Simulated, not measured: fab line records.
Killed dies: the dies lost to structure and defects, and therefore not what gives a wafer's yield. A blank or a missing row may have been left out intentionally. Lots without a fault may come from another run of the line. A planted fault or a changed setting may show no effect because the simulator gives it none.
Struck lot and sound lot, side by side || flow n5Finfet || 16 steps out of a route of 1938
Sound: the wafers L233.1, L233.2, L233.6. Struck: wafer L243.6 (L243.2, L243.4, from the same lot, were not struck and are left out); the cause is given at the end.
Order at every step that has rows: each side's tool, ch and its chambers, its first start. Under that, the readings that differ: sound wafers || struck wafers || difference of the means || sigmas: that difference in standard deviations of wafers without a fault.
alike: words and numbers the same on both sides, and readings whose means are apart by under 2 such deviations; not compared: readings that were withheld, readings missing a value for some wafer, numbers with overlapping values and no deviation given by the record, and bounds like >300 which may hide the same value.
Wherever a step has rows on one side only, a row that says differs or no value, or a row with sigmas, the two part there. Numbers that have no deviation but don't overlap get no sigmas and don't part them. A reading that every wafer of one side lacks parts them only if that side has two wafers or more.

first, 1 step without rows for these wafers: N5_BEOL_M0_WET_ETCH_106 (etches SiO2 in DHF, target depth 130 nm, rinse time 30 s).
N5_BEOL_M0_ETCH_128: etches SiCN in CF4/N2, target depth 12 nm, overetch 5.1 nm, time 21.4 s.
  sound on rieDiel-04 ch 0,3, day 6 09:16; struck on rieDiel-05 ch 2, day 8 17:46
  alike: drypumpMotorCurrentA, mfcArSccm, oesProductAu, rfVppV, showerheadPlenumPTorr, throttleValvePct
  not compared: rfHoursCounterH
N5_BEOL_M0_TRENCH_ETCH_107: etches SiOC in C4F6/O2, target depth 32.8 nm, time 16.4 s.
  sound on rieDiel-04 ch 0,3, day 6 09:18; struck on rieDiel-05 ch 2, day 8 17:48
  alike: drypumpMotorCurrentA, mfcArSccm, oesProductAu, rfVppV, showerheadPlenumPTorr, throttleValvePct
  not compared: rfHoursCounterH
then, 1 step without rows for these wafers: N5_BEOL_M0_STRIP_142 (strips in N2/H2, time 10 s).
N5_BEOL_M0_OCD_MEAS_108:
  sound on ocd-02 at day 6 09:25; struck on ocd-02 at day 8 17:54
  alike: trenchDepthNm
then, 5 steps without rows for these wafers: N5_BEOL_M0_HM_STRIP_129 (strips TiN in peroxide tin strip, target depth 17 nm, time 108 s); N5_BEOL_M0_SRD_130 (time 30 s); N5_BEOL_M0_ETCH_109 (etches SiCN in CH3F/O2, target depth 8 nm, overetch 2.4 nm, time 27.4 s); N5_BEOL_M0_STRIP_139 (strips in post etch residue remover, time 60 s); N5_BEOL_M0_SRD_111 (time 30 s).
N5_BEOL_M0_DEGAS_112: time 60 s.
  sound on pvdSputter-02 at day 6 10:47; struck on pvdSputter-02 at day 8 18:16
  alike: heaterPowerW
N5_BEOL_M0_PRE_CLEAN_113: time 30 s.
  sound on pvdSputter-02 at day 6 10:50; struck on pvdSputter-02 at day 8 18:18
  alike: heaterPowerW
N5_BEOL_M0_ALD_136: deposits TaN, pulse time 2 s, purge time 3 s, co reactant purge time 2 s.
  sound on aldMetal-04 ch 2,3, day 6 10:53; struck on aldMetal-03 ch 2, day 8 18:24
{"reading": "aldCycles", "sound": "30 30 30", "struck": 34, "difference": "+4", "sigmas": ""}
  alike: heaterPowerW, precursorVesselPressureTorr, precursorVesselTempC
N5_BEOL_M0_SURFACE_TREAT_137:
  sound on pvdSputter-02 at day 6 11:20; struck on pvdSputter-01 at day 8 18:38
  not compared: throttleValvePct
-- the record jumps here: 2 days lie between the struck wafers' starts before and after (it left off in module BEOL_M0 and takes up again in module BEOL_M4, whose first step shown is number 1111 of the route) --
N5_BEOL_M4_RC_MEAS_101:
  sound on prober-01 ch 0, day 8 15:06; struck on prober-02 ch 0, day 10 22:55
  alike: DIBL_N, DIBL_P, IOFF_N, IOFF_P, ION_N, ION_P, SS_N, SS_P, VT_N, VT_P
-- record jumps: 4 days separate the struck wafers' starts on either side; left off in module BEOL_M4, taken up again in module PASSIVATION, whose first shown step is the route's number 1936 --
N5_PASSIVATION_PROBE_49:
  sound on prober-02 at day 13 01:34; struck on prober-01 at day 14 22:04
{"reading": "killed_at_M4_up", "sound": "16 21 27", "struck": 6, "difference": -15, "sigmas": -3}
{"reading": "killedAtOther", "sound": "0 3 0", "struck": 11, "difference": "+10", "sigmas": "+3"}
  alike: defectLimitedYield, killed_at_M0_to_M3, killedAtContacts, killedAtFrontEnd, killedDies, killedOpen, killedShort, sort_bin_5_function, sort_bin_6_memory, sortNPass, sortYieldPct

== WHERE THEY PART ==
Within this record, at N5_PASSIVATION_PROBE_49 only.

WHY: what the simulator had put in
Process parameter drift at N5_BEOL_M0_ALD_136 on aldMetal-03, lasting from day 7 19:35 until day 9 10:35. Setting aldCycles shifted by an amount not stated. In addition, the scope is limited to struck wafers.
